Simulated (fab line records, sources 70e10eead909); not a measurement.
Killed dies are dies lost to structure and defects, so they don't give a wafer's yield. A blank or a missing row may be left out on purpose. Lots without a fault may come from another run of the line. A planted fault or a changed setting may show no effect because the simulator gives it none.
Chamber matching | flow nand_harc | NHARC_A_M1_STRIP_18 on rie_diel-01: 4 sister chambers
The step strips in N2/H2. 20 wafers are shown with their chamber, then 10 later ones without.

WAFERS WITH THEIR CHAMBER
wafer  | chamber | showerhead_plenum_p_Torr (Torr) | drypump_motor_current_A (A) | oes_product_au (a.u.)
L074.1 | 3       | 2.11                            | 5.5                         | 1.010
L074.5 | 2       | 2.09                            | 5.7                         | 1.010
L074.6 | 1       | 1.90                            | 5.2                         | 1.006
L076.1 | 0       | 2.04                            | 6.3                         | 0.999
L076.3 | 3       | 2.11                            | 5.5                         | 1.007
L076.4 | 1       | 1.90                            | 5.2                         | 0.998
L078.1 | 1       | 1.90                            | 5.2                         | 0.987
L078.4 | 2       | 2.09                            | 5.7                         | 1.003
L078.5 | 1       | 1.90                            | 5.2                         | 0.985
L084.1 | 3       | 2.10                            | 5.5                         | 1.007
L084.3 | 1       | 1.90                            | 5.2                         | 1.000
L084.5 | 0       | 2.03                            | 6.3                         | 1.004
L088.2 | 3       | 2.10                            | 5.6                         | 1.001
L088.5 | 1       | 1.90                            | 5.2                         | 1.008
L088.6 | 0       | 2.03                            | 6.3                         | 1.013
L085.4 | 2       | 2.09                            | 5.7                         | 1.011
L085.5 | 0       | 2.03                            | 6.3                         | 1.001
L085.6 | 1       | 1.90                            | 5.2                         | 0.997
L080.1 | 1       | 1.90                            | 5.3                         | 0.996
L080.2 | 2       | 2.09                            | 5.7                         | 1.005

SIGNATURES (means of the wafers above)
reading                  | chamber 0 | chamber 1 | chamber 2 | chamber 3 | scatter within a chamber
showerhead_plenum_p_Torr | 2.0325    | 1.9000    | 2.0900    | 2.1050    | 0.00331
drypump_motor_current_A  | 6.300     | 5.213     | 5.700     | 5.525     | 0.0319
oes_product_au           | 1.00425   | 0.99713   | 1.00725   | 1.00625   | 0.00642
Rule: a wafer's distance from a chamber is the root of the sum, over the readings, of the square of ((its reading less the chamber's mean) divided by the reading's scatter). The wafer belongs to the nearest chamber; if the next one is less than 2 further off, it can't be placed. The scatter: the root of (the sum of the squares of (reading less its chamber's mean) over the shown wafers, divided by (wafers less chambers)).

WAFERS WITHOUT THEIR CHAMBER
wafer  | showerhead_plenum_p_Torr (Torr) | drypump_motor_current_A (A) | oes_product_au (a.u.)
L080.4 | 2.10                            | 5.5                         | 0.994
L089.2 | 1.90                            | 5.2                         | 1.012
L089.3 | 2.03                            | 6.3                         | 1.011
L089.6 | 1.90                            | 5.2                         | 1.008
L092.2 | 1.90                            | 5.2                         | 0.996
L092.5 | 2.10                            | 5.5                         | 1.008
L092.6 | 2.03                            | 6.3                         | 1.006
L093.1 | 2.09                            | 5.7                         | 1.010
L093.2 | 2.10                            | 5.5                         | 0.996
L093.5 | 2.03                            | 6.3                         | 1.005

WHICH CHAMBER EACH WENT THROUGH
wafer  | from the rows above | in truth
L080.4 | 3                   | 3
L089.2 | 1                   | 1
L089.3 | 0                   | 0
L089.6 | 1                   | 1
L092.2 | 1                   | 1
L092.5 | 3                   | 3
L092.6 | 0                   | 0
L093.1 | 2                   | 2
L093.2 | 3                   | 3
L093.5 | 0                   | 0
Placed correctly: 10 of 10. Can't be placed from these rows: 0. Placed wrongly: 0.
